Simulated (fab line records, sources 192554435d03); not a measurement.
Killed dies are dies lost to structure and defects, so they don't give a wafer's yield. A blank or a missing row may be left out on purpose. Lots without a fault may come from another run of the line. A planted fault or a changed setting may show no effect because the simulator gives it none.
Split-lot experiment | flow n5_finfet | 7 lots, 21 wafers read, on a route of 1938 steps

THE SPLIT
At N5_BEOL_M12_CMP_49 (polishes, stops on SiOC, t overpolish 20.6 s, target thk 320 nm), the setting down_force_psi was moved away from the recipe's 1 psi on 4 of the 21 wafers read, by -13.2% to +13.9%. The other wafers ran this setting at the recipe's value.

The reading is taken at the split's own step.

THE READING
barrier_field_endpoint_s, in s, at N5_BEOL_M12_CMP_49 (polishes, stops on SiOC, t overpolish 20.6 s, target thk 320 nm). Fault-free wafers of this fab line usually give 30.4 s, standard deviation 0.53 s.

wafer  | tool, chamber at the split | down_force_psi as run, psi | against the recipe | barrier_field_endpoint_s, s | against lot-mates on the recipe
L079.1 | cmp-01, 1                  | 1.139                      | +13.9%             | 26.1                        | -3.9
L079.5 | cmp-01, 0                  | 1                          | recipe             | 30.3                        | -
L079.6 | cmp-01, 1                  | 1                          | recipe             | 29.6                        | -
L084.4 | cmp-01, 1                  | 1                          | recipe             | 30.4                        | -
L084.6 | cmp-01, 2                  | 1                          | recipe             | 30.8                        | -
L084.5 | cmp-01, 3                  | 1                          | recipe             | 30.9                        | -
L089.1 | cmp-02, 1                  | 1                          | recipe             | 29.6                        | -
L089.3 | cmp-02, 2                  | 1                          | recipe             | 29.8                        | -
L089.6 | cmp-02, 3                  | 1                          | recipe             | 30.9                        | -
L087.4 | cmp-01, 3                  | 1                          | recipe             | 30.5                        | -
L087.2 | cmp-01, 0                  | 1                          | recipe             | 30.7                        | -
L087.5 | cmp-01, 2                  | 1                          | recipe             | 30.7                        | -
L091.4 | cmp-01, 0                  | 0.8676                     | -13.2%             | 35.4                        | +4.1
L091.3 | cmp-01, 1                  | 1                          | recipe             | 31.3                        | -
L091.6 | cmp-01, 2                  | 0.8676                     | -13.2%             | 35.6                        | +4.3
L093.3 | cmp-02, 0                  | 0.9414                     | -5.9%              | 32.3                        | +1.3
L093.5 | cmp-02, 2                  | 1                          | recipe             | 31.3                        | -
L093.6 | cmp-02, 3                  | 1                          | recipe             | 30.7                        | -
L092.2 | cmp-03, 3                  | 1                          | recipe             | 30.7                        | -
L092.4 | cmp-03, 1                  | 1                          | recipe             | 30.2                        | -
L092.6 | cmp-03, 0                  | 1                          | recipe             | 31.5                        | -

THE FIT
A straight line over all 21 wafers: barrier_field_endpoint_s changes by -0.349 s for each +1% of down_force_psi; r = -0.96; the points scatter about the line by 0.53 s.
The same after taking each lot's own level away (the mean of its wafers on the recipe; 21 wafers): -0.298 s for each +1%; r = -0.97; scatter 0.39 s.
On that fit, the largest move of down_force_psi shifts the reading by 4.1 s.
The lots' own levels span 29.95 to 31.30 s, that is 2.5 times the standard deviation above.
So the lot-to-lot level changes the slope: the two fits differ.
Check: with one of the wafers moved furthest among these (+13.9%) left out of the fit, the line predicts -4.33 s for it against its lot-mates. It came out at -3.85 s against them.
Tool readings at the split's step, against how far the setting was moved: barrier_field_endpoint_s r = -0.96.

OTHER SPLITS ON THESE WAFERS
These wafers also went through other splits before the reading. Each is held against what the fit with the lots' levels taken away leaves over:
other split on the same wafers | wafers away from the commonest value | r with barrier_field_endpoint_s (lot level and that fit taken away)
N5_BEOL_M11_ILD_DEP_00 time_s  | 10                                   | +0.01
N5_BEOL_M11_COAT_59 spin_rpm   | 6                                    | +0.03
N5_BEOL_M12_EXPOSE_07 dose_mj  | 7                                    | +0.04

THE FILE'S OWN FIT
barrier_field_endpoint_s changes by -0.29 s for each +1% of down_force_psi, r = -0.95.
